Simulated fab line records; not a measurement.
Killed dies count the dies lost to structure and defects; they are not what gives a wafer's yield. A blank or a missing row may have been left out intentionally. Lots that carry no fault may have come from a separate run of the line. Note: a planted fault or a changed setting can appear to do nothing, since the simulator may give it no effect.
Matching of chambers    flow n5_finfet    N5_MOL_CONTACT_COAG_CMP_52 on cmp-03: 4 sister chambers
The step polishes, stops on SiO2, t overpolish 1.5 s, target thk 66.5 nm. 8 wafers are shown with their chamber, then 9 later ones without.

== WAFERS, EACH WITH ITS CHAMBER ==
wafer   chamber  motor_current_A (A)  time_to_endpoint_s (s)
L080.1  2        12.3                 10.2
L082.6  0        10.4                 13.4
L084.1  3        10.5                 9.8
L084.3  1        14.2                 11.9
L084.6  0        10.8                 10.3
L087.1  1        14.4                 9.7
L087.3  3        11.1                 9.5
L087.5  2        13.1                 11.0

== WAFERS MISSING THEIR CHAMBER ==
wafer   motor_current_A (A)  time_to_endpoint_s (s)
L089.3  12.8                 12.7
L089.4  14.9                 13.9
L089.6  10.9                 9.5
L093.1  13.3                 13.0
L093.4  11.3                 11.1
L093.5  10.9                 8.8
L094.2  11.3                 11.3
L094.5  13.1                 14.6
L094.6  14.2                 12.8

== WHICH CHAMBER EACH ONE RAN IN ==
wafer   from the rows above           in truth
L089.3  2                             2
L089.4  1                             1
L089.6  can't be placed: 3 or 0       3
L093.1  can't be placed: 2 or 1       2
L093.4  can't be placed: 3 or 0 or 2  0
L093.5  can't be placed: 3 or 0       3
L094.2  can't be placed: 3 or 0 or 2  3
L094.5  can't be placed: 2 or 1       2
L094.6  1                             1
Correctly placed: 3 of 9. Can't be placed from these rows: 6 (the true chamber is among the candidates in 6). Wrongly placed: 0.
How it was worked out, from the rows above alone: a wafer's distance from a chamber is the root of the sum, over the readings, of the square of ((its reading less the chamber's mean) divided by the reading's scatter). The wafer belongs to the nearest chamber; if the next one is less than 2 further off, it can't be placed. For every chamber, the mean is computed from those of its wafers that are shown. How the scatter is found: for the shown wafers, subtract from each reading the mean of its chamber, square and add these, divide the total by (wafers less chambers), then take the root.
